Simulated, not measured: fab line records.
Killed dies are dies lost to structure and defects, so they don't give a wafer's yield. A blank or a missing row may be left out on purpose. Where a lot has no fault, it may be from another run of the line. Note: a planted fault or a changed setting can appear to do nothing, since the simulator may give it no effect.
Which tool is to blame?	flow n5_finfet	Sampling: 21 lots, 63 wafers, 6 of 1938 route steps

WHAT EACH GAUGE READ, for each wafer
Not one reading of a measure or inspect step in the record can be checked against a usual standard deviation.

TOOL THAT RAN EACH LOT (tool first, then ch and the chambers of the sampled wafers, then the start)
lot	N5_GATE_CUT_ETCH_28	N5_GATE_CUT_ETCH_37	N5_GATE_CUT_STRIP_41	N5_GATE_CUT_CUT_ETCH_54	N5_GATE_CUT_ETCH_47	N5_GATE_CUT_ALD_22
L074	rie_diel-01 ch 0,1,2, day 4 15:41	rie_diel-01 ch 0,1,2, day 4 15:44	rie_diel-01 ch 0,1,2, day 4 15:52	rie_metal-03 ch 0,1, day 4 16:07	rie_metal-03 ch 0,1, day 4 16:12	ald_sin-04 ch 0,1,3, day 4 16:29
L075	rie_diel-01 ch 0,2,3, day 4 21:11	rie_diel-01 ch 0,2,3, day 4 21:14	rie_diel-01 ch 0,2,3, day 4 21:22	rie_metal-01 ch 0, day 4 21:36	rie_metal-01 ch 0, day 4 21:41	ald_sin-03 ch 0,2,3, day 4 23:02
L076	rie_diel-04 ch 1,2,3, day 5 02:20	rie_diel-04 ch 1,2,3, day 5 02:23	rie_diel-04 ch 1,2,3, day 5 02:32	rie_metal-03 ch 0,1, day 5 02:46	rie_metal-03 ch 0,1, day 5 02:51	ald_sin-03 ch 1,2,3, day 5 05:43
L077	rie_diel-04 ch 0,3, day 5 06:06	rie_diel-04 ch 0,3, day 5 06:09	rie_diel-04 ch 0,3, day 5 06:17	rie_metal-03 ch 0,1, day 5 06:31	rie_metal-03 ch 0,1, day 5 06:37	ald_sin-04 ch 1,2,3, day 5 06:54
L078	rie_diel-01 ch 1,2, day 5 18:53	rie_diel-01 ch 1,2, day 5 18:56	rie_diel-01 ch 1,2, day 5 19:05	rie_metal-02 ch 1, day 5 19:18	rie_metal-02 ch 1, day 5 19:23	ald_sin-01 ch 0,1,3, day 5 19:41
L079	rie_diel-03 ch 0,2,3, day 5 20:11	rie_diel-03 ch 0,2,3, day 5 20:14	rie_diel-03 ch 0,2,3, day 5 20:22	rie_metal-01 ch 0,1, day 5 20:36	rie_metal-01 ch 0,1, day 5 20:41	ald_sin-01 ch 0,1,3, day 5 21:09
L080	rie_diel-03 ch 0,2, day 6 00:58	rie_diel-03 ch 0,2, day 6 01:01	rie_diel-03 ch 0,2, day 6 01:10	rie_metal-02 ch 1, day 6 01:27	rie_metal-02 ch 1, day 6 01:38	ald_sin-04 ch 1,2, day 6 02:03
L081	rie_diel-04 ch 0,3, day 6 07:07	rie_diel-04 ch 0,3, day 6 07:09	rie_diel-04 ch 0,3, day 6 07:18	rie_metal-01 ch 0,1, day 6 07:32	rie_metal-01 ch 0,1, day 6 07:37	ald_sin-01 ch 0,2,3, day 6 07:55
L082	rie_diel-04 ch 0,1,3, day 6 17:50	rie_diel-04 ch 0,1,3, day 6 17:53	rie_diel-04 ch 0,1,3, day 6 18:02	rie_metal-03 ch 0,1, day 6 18:16	rie_metal-03 ch 0,1, day 6 18:21	ald_sin-01 ch 2,3, day 6 18:39
L083	rie_diel-01 ch 0,3, day 6 23:01	rie_diel-01 ch 0,3, day 6 23:03	rie_diel-01 ch 0,3, day 6 23:12	rie_metal-01 ch 1, day 6 23:33	rie_metal-01 ch 1, day 6 23:42	ald_sin-03 ch 0,1,3, day 7 00:05
L085	rie_diel-04 ch 0,2,3, day 7 13:58	rie_diel-04 ch 0,2,3, day 7 14:01	rie_diel-04 ch 0,2,3, day 7 14:10	rie_metal-03 ch 1, day 7 14:24	rie_metal-03 ch 1, day 7 14:29	ald_sin-01 ch 0,1,3, day 7 14:47
L086	rie_diel-04 ch 0,2,3, day 7 15:33	rie_diel-04 ch 0,2,3, day 7 15:35	rie_diel-04 ch 0,2,3, day 7 15:44	rie_metal-03 ch 0,1, day 7 15:58	rie_metal-03 ch 0,1, day 7 16:03	ald_sin-04 ch 0,1,2, day 7 16:21
L087	rie_diel-03 ch 1,2,3, day 7 22:42	rie_diel-03 ch 1,2,3, day 7 22:44	rie_diel-03 ch 1,2,3, day 7 22:53	rie_metal-02 ch 0,1, day 7 23:07	rie_metal-02 ch 0,1, day 7 23:13	ald_sin-03 ch 1,3, day 7 23:30
L088	rie_diel-04 ch 2,3, day 7 23:52	rie_diel-04 ch 2,3, day 7 23:55	rie_diel-04 ch 2,3, day 8 00:03	rie_metal-01 ch 0,1, day 8 00:17	rie_metal-01 ch 0,1, day 8 00:22	ald_sin-04 ch 0,1,2, day 8 00:40
L090	rie_diel-01 ch 0,3, day 8 12:07	rie_diel-01 ch 0,3, day 8 12:10	rie_diel-01 ch 0,3, day 8 12:19	rie_metal-01 ch 0,1, day 8 12:34	rie_metal-01 ch 0,1, day 8 12:38	ald_sin-01 ch 1,3, day 8 12:56
L091	rie_diel-01 ch 0,3, day 8 18:53	rie_diel-01 ch 0,3, day 8 18:56	rie_diel-01 ch 0,3, day 8 19:05	rie_metal-01 ch 1, day 8 19:19	rie_metal-01 ch 1, day 8 19:24	ald_sin-03 ch 1,2, day 8 19:47
L092	rie_diel-01 ch 0,1,3, day 9 00:37	rie_diel-01 ch 0,1,3, day 9 00:40	rie_diel-01 ch 0,3, day 9 00:49	rie_metal-02 ch 0,1, day 9 01:08	rie_metal-02 ch 0,1, day 9 01:16	ald_sin-01 ch 1,3, day 9 01:35
L093	rie_diel-01 ch 1,3, day 9 10:44	rie_diel-01 ch 1,3, day 9 10:47	rie_diel-01 ch 1,3, day 9 10:55	rie_metal-02 ch 0, day 9 11:09	rie_metal-02 ch 0, day 9 11:14	ald_sin-04 ch 0,1,3, day 9 11:32
L094	rie_diel-04 ch 0,1,3, day 9 12:58	rie_diel-04 ch 0,1,3, day 9 13:01	rie_diel-04 ch 0,1,3, day 9 13:10	rie_metal-02 ch 0,1, day 9 13:23	rie_metal-02 ch 0,1, day 9 13:29	ald_sin-04 ch 0,2,3, day 9 13:46
L095	rie_diel-03 ch 1,2,3, day 10 00:06	rie_diel-03 ch 1,2,3, day 10 00:09	rie_diel-03 ch 1,2,3, day 10 00:17	rie_metal-03 ch 0,1, day 10 00:32	rie_metal-03 ch 0,1, day 10 00:40	ald_sin-04 ch 1,2,3, day 10 01:00
L097	rie_diel-01 ch 0,1,2, day 10 12:20	rie_diel-01 ch 0,1,2, day 10 12:23	rie_diel-01 ch 0,1,2, day 10 12:31	rie_metal-01 ch 0,1, day 10 12:45	rie_metal-01 ch 0,1, day 10 12:50	ald_sin-01 ch 0,2,3, day 10 13:08
- N5_GATE_CUT_ETCH_28: etches underlayer in N2/H2, target depth 13 nm, time 10.4 s.
- N5_GATE_CUT_ETCH_37: etches SOC in N2/H2, target depth 60 nm, overetch 12 nm, time 90 s.
- N5_GATE_CUT_STRIP_41: strips in CF4.
- N5_GATE_CUT_CUT_ETCH_54: etches TiN in Cl2/BCl3, target depth 96.7 nm.
- N5_GATE_CUT_ETCH_47: etches SiO2 in Cl2/BCl3, target depth 10 nm.
- N5_GATE_CUT_ALD_22: deposits SiNx, target thk 16 nm, pulse time 1 s, ald cycles 320.

AS READ BY THE TOOLS THEMSELVES (means over the sampled wafers that have a number; for cases with no such wafer, the mark the record gives instead)
N5_GATE_CUT_ETCH_28.
lot	tool	drypump_motor_current_A (A)	etch_rf_on_time_s (s)	oes_product_au (a.u.)	rf_vpp_V (V)	showerhead_plenum_p_Torr (Torr)	throttle_valve_pct (%)
L074	rie_diel-01	5.7	10.46	0.58	523.3	2.51	18.09
L075	rie_diel-01	6.2	10.37	0.62	521.2	2.46	17.90
L076	rie_diel-04	6.1	10.32	0.61	524.0	2.51	17.86
L077	rie_diel-04	6.3	10.39	0.63	522.6	2.50	17.73
L078	rie_diel-01	5.9	10.49	0.58	523.6	2.55	18.21
L079	rie_diel-03	5.7	10.38	0.62	521.5	2.45	17.87
L080	rie_diel-03	5.4	10.37	0.64	523.7	2.50	17.93
L081	rie_diel-04	6.3	10.28	0.63	522.8	2.50	17.75
L082	rie_diel-04	5.9	10.40	0.62	523.7	2.56	17.90
L083	rie_diel-01	6.1	10.31	0.73	524.0	2.54	17.60
L085	rie_diel-04	6.1	10.36	0.62	523.5	2.52	17.90
L086	rie_diel-04	6.1	10.43	0.62	523.0	2.52	17.91
L087	rie_diel-03	6.0	10.27	0.70	527.1	2.63	17.81
L088	rie_diel-04	6.5	10.35	0.60	521.2	2.44	17.76
L090	rie_diel-01	6.1	10.35	0.71	524.0	2.54	17.62
L091	rie_diel-01	6.1	10.39	0.71	523.1	2.54	17.62
L092	rie_diel-01	5.6	10.21	0.75	525.4	2.59	17.65
L093	rie_diel-01	5.2	10.29	0.75	524.5	2.56	17.74
L094	rie_diel-04	5.9	10.36	0.67	523.8	2.55	17.78
L095	rie_diel-03	6.0	10.48	0.67	527.0	2.62	17.84
L097	rie_diel-01	5.7	10.18	0.80	525.3	2.60	17.72

N5_GATE_CUT_ETCH_37.
lot	tool	drypump_motor_current_A (A)	oes_product_au (a.u.)	rf_vpp_V (V)	showerhead_plenum_p_Torr (Torr)	throttle_valve_pct (%)
L074	rie_diel-01	5.7	0.62	522.6	2.51	18.08
L075	rie_diel-01	6.2	0.64	521.2	2.46	17.88
L076	rie_diel-04	6.1	0.63	524.0	2.51	17.84
L077	rie_diel-04	6.3	0.66	523.3	2.50	17.71
L078	rie_diel-01	6.0	0.62	523.8	2.55	18.19
L079	rie_diel-03	5.7	0.65	522.5	2.45	17.85
L080	rie_diel-03	5.4	0.67	522.1	2.50	17.89
L081	rie_diel-04	6.3	0.66	522.7	2.50	17.72
L082	rie_diel-04	5.9	0.64	524.4	2.56	17.86
L083	rie_diel-01	6.1	0.76	524.0	2.54	17.57
L085	rie_diel-04	6.1	0.65	523.1	2.52	17.88
L086	rie_diel-04	6.0	0.65	523.8	2.52	17.88
L087	rie_diel-03	6.0	0.72	526.2	2.63	17.78
L088	rie_diel-04	6.5	0.62	521.4	2.44	17.74
L090	rie_diel-01	6.2	0.74	524.0	2.54	17.58
L091	rie_diel-01	6.1	0.74	524.1	2.54	17.59
L092	rie_diel-01	5.6	0.78	525.9	2.59	17.64
L093	rie_diel-01	5.2	0.78	524.3	2.56	17.72
L094	rie_diel-04	5.9	0.70	524.0	2.55	17.76
L095	rie_diel-03	6.0	0.70	525.5	2.62	17.80
L097	rie_diel-01	5.7	0.82	525.5	2.60	17.69

N5_GATE_CUT_STRIP_41.
lot	tool	drypump_motor_current_A (A)	oes_product_au (a.u.)	rf_vpp_V (V)	showerhead_plenum_p_Torr (Torr)	throttle_valve_pct (%)
L074	rie_diel-01	5.7	0.159	270.3	1.77	13.88
L075	rie_diel-01	6.2	0.169	270.4	1.74	13.67
L076	rie_diel-04	6.1	0.163	271.6	1.78	13.72
L077	rie_diel-04	6.3	0.174	270.5	1.77	13.57
L078	rie_diel-01	6.0	0.159	271.1	1.79	13.93
L079	rie_diel-03	5.7	0.168	269.7	1.74	13.64
L080	rie_diel-03	5.4	0.171	270.0	1.77	13.63
L081	rie_diel-04	6.3	0.167	270.1	1.77	13.58
L082	rie_diel-04	5.8	0.166	272.1	1.81	13.70
L083	rie_diel-01	6.1	0.201	271.0	1.80	13.32
L085	rie_diel-04	6.1	0.166	271.2	1.78	13.69
L086	rie_diel-04	6.1	0.168	271.3	1.78	13.69
L087	rie_diel-03	6.0	0.183	273.0	1.85	13.52
L088	rie_diel-04	6.6	0.158	269.8	1.73	13.65
L090	rie_diel-01	6.1	0.191	271.1	1.79	13.34
L091	rie_diel-01	6.1	0.188	270.9	1.79	13.36
L092	rie_diel-01	6.1	0.192	271.2	1.79	13.37
L093	rie_diel-01	5.2	0.205	271.4	1.80	13.41
L094	rie_diel-04	5.9	0.186	271.1	1.80	13.58
L095	rie_diel-03	6.0	0.180	272.0	1.85	13.54
L097	rie_diel-01	5.7	0.211	271.7	1.83	13.39

N5_GATE_CUT_CUT_ETCH_54.
lot	tool	drypump_motor_current_A (A)	etch_rf_on_time_s (s)	oes_product_au (a.u.)	throttle_valve_pct (%)
L074	rie_metal-03	5.9	36.8	0.60	22.40
L075	rie_metal-01	5.7	36.2	0.54	22.39
L076	rie_metal-03	5.9	36.8	0.62	22.21
L077	rie_metal-03	5.9	37.2	0.60	22.41
L078	rie_metal-02	5.5	35.7	0.69	22.19
L079	rie_metal-01	5.9	36.4	0.59	22.30
L080	rie_metal-02	5.5	35.6	0.69	22.19
L081	rie_metal-01	5.9	36.2	0.59	22.30
L082	rie_metal-03	5.9	36.5	0.60	22.40
L083	rie_metal-01	6.4	36.5	0.70	22.13
L085	rie_metal-03	5.8	36.8	0.57	22.59
L086	rie_metal-03	5.9	37.1	0.61	22.22
L087	rie_metal-02	5.4	36.0	0.72	22.24
L088	rie_metal-01	5.9	36.4	0.83	22.11
L090	rie_metal-01	6.1	36.6	0.75	22.12
L091	rie_metal-01	6.3	37.0	0.68	22.15
L092	rie_metal-02	5.5	35.8	0.72	22.26
L093	rie_metal-02	5.4	36.3	0.79	22.37
L094	rie_metal-02	5.5	36.2	0.70	22.27
L095	rie_metal-03	5.9	36.5	0.59	22.41
L097	rie_metal-01	6.1	37.1	0.73	22.15

N5_GATE_CUT_ETCH_47.
lot	tool	drypump_motor_current_A (A)	oes_product_au (a.u.)	throttle_valve_pct (%)
L074	rie_metal-03	5.9	0.67	22.92
L075	rie_metal-01	5.7	0.60	22.94
L076	rie_metal-03	5.9	0.69	22.75
L077	rie_metal-03	5.9	0.66	22.93
L078	rie_metal-02	5.5	0.76	22.73
L079	rie_metal-01	5.9	0.66	22.84
L080	rie_metal-02	5.5	0.75	22.74
L081	rie_metal-01	5.9	0.65	22.84
L082	rie_metal-03	5.9	0.66	22.94
L083	rie_metal-01	6.4	0.77	22.66
L085	rie_metal-03	5.8	0.63	23.13
L086	rie_metal-03	5.9	0.68	22.76
L087	rie_metal-02	5.5	0.79	22.80
L088	rie_metal-01	5.9	0.92	22.66
L090	rie_metal-01	6.1	0.83	22.66
L091	rie_metal-01	6.3	0.76	22.68
L092	rie_metal-02	5.5	0.79	22.81
L093	rie_metal-02	5.4	0.87	22.92
L094	rie_metal-02	5.5	0.77	22.81
L095	rie_metal-03	5.9	0.65	22.94
L097	rie_metal-01	6.1	0.81	22.68

N5_GATE_CUT_ALD_22.
lot	tool	chamber_pressure_Torr (Torr)	heater_power_w (W)	precursor_pulse_height_rel
L074	ald_sin-04	1.997	834	0.996
L075	ald_sin-03	2.004	884	0.999
L076	ald_sin-03	1.999	890	1.003
L077	ald_sin-04	1.999	841	0.992
L078	ald_sin-01	2.002	820	0.992
L079	ald_sin-01	1.998	823	1.012
L080	ald_sin-04	2.000	829	1.006
L081	ald_sin-01	2.004	865	0.997
L082	ald_sin-01	1.998	889	1.024
L083	ald_sin-03	1.997	895	0.999
L085	ald_sin-01	2.001	822	1.005
L086	ald_sin-04	2.002	831	1.014
L087	ald_sin-03	1.999	952	0.994
L088	ald_sin-04	2.002	826	1.006
L090	ald_sin-01	2.003	851	1.003
L091	ald_sin-03	1.999	853	1.005
L092	ald_sin-01	1.999	847	0.991
L093	ald_sin-04	1.999	805	0.995
L094	ald_sin-04	2.000	818	1.002
L095	ald_sin-04	1.996	824	0.987
L097	ald_sin-01	1.998	872	0.989

THE ANSWER, worked out from the rows above alone
Rule: usual is defined by the lots themselves. The widest of any qualifying gaps counts: lots, ordered by their means at a reading, are off when they make up no more than a third of the lots, leave a main group of 4 or more, and stand apart from it by 3 or more times the standard deviation of that group's means. The tables above print the reading to a certain number of digits; a main group whose means all agree to those digits is not used. Also off: a lot with no number at a reading for which 4 or more lots have one. All remaining lots with rows at the step are treated as sound. First the gauges in route order, then the tools' own readings, where a lot's mean is used as printed above. At the first step where some lot is off, the reading lying furthest off is the one used; lots without a number count as furthest.
Nothing can be told from this: no lot is off at any reading shown.

WHAT THE SIMULATOR HAD PUT IN
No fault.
